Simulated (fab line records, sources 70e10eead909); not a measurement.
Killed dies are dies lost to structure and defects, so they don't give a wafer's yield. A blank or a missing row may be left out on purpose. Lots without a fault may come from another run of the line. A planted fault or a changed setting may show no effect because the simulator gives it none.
One fault seen from 2 desks | flow nand_harc | each desk has only its own numbers; what lay behind them comes last

THE METROLOGY DESK
What the gauges read, lot by lot, whatever tool the lot ran on: means of the sampled wafers that have a number. A lot is out of limits, marked OUT, if its mean lies more than 4 standard deviations from the usual mean; the brackets give that distance.
Columns: A = cd_nm at NHARC_P_M2_CD_MEAS_09, usual 169.9 nm; B = thk_nm at NHARC_P_BONDPAD_THK_MEAS_33, usual 199.4 nm; C = cd_nm at NHARC_P_BONDPAD_CD_MEAS_09, usual 500.8 nm
lot  | first seen here | A     | B               | C
L561 | day 6 07:23     | 169.2 | 199.1           | 499.1
L563 | day 6 10:08     | 170.8 | 201.1           | 501.4
L562 | day 6 14:46     | 170.5 | 199.7           | 501.4
L566 | day 7 13:59     | 170.3 | 251.3 (+32) OUT | 500.3
L567 | day 7 14:43     | 170.4 | 249.1 (+31) OUT | 499.4
L576 | day 10 04:09    | 169.9 | 200.4           | 500.0
L577 | day 10 06:11    | 170.2 | 198.3           | 500.1
L579 | day 10 19:17    | 169.5 | 199.2           | 501.0
L580 | day 11 03:31    | 169.8 | 198.8           | 502.6
L581 | day 11 04:35    | 169.0 | 197.7           | 502.6
L582 | day 11 10:32    | 170.5 | 200.0           | 500.9
L584 | day 11 14:39    | 170.1 | 199.9           | 501.6
This desk's finding: out of limits on L566, L567; first on L566, day 7 17:59 (thk_nm at NHARC_P_BONDPAD_THK_MEAS_33). In limits: L561, L563, L562, L576, L577, L579, L580, L581, L582, L584.

THE TOOL OWNER'S DESK: cmp-02
The tool's own readings at NHARC_P_BONDPAD_CMP_32 (polishes SiCN, target thk 200 nm): means of the sampled wafers that have a number, for each lot that ran on this tool. A lot is out of limits, marked OUT, if its mean lies more than 4 standard deviations from the usual mean; the brackets give that distance.
Columns: A = edge_zone_pressure_frac at NHARC_P_BONDPAD_CMP_32, usual 1.000; B = motor_current_A at NHARC_P_BONDPAD_CMP_32, usual 11.7 A
lot  | first seen here | A     | B
L576 | day 10 08:08    | 0.999 | 11.9
L577 | day 10 10:10    | 0.997 | 12.1
L580 | day 11 08:05    | 1.000 | 12.1
L582 | day 11 14:38    | 0.997 | 11.6
This desk's finding: nothing out of limits on any of the 4 lots.

PUT TOGETHER
The metrology desk could have raised an alarm at day 7 17:59, on L566, L567.
The tool owner's desk saw nothing out of limits.
The tool owner's desk has no number on record for L566, L567.
Of the lots named, all ran NHARC_P_BONDPAD_CMP_32 on cmp-02.

WHAT THE SIMULATOR HAD PUT IN
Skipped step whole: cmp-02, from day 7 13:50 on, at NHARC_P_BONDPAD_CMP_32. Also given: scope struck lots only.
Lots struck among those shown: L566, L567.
Hours from the fault's start to each desk's first reading out of limits: the metrology desk, 4.
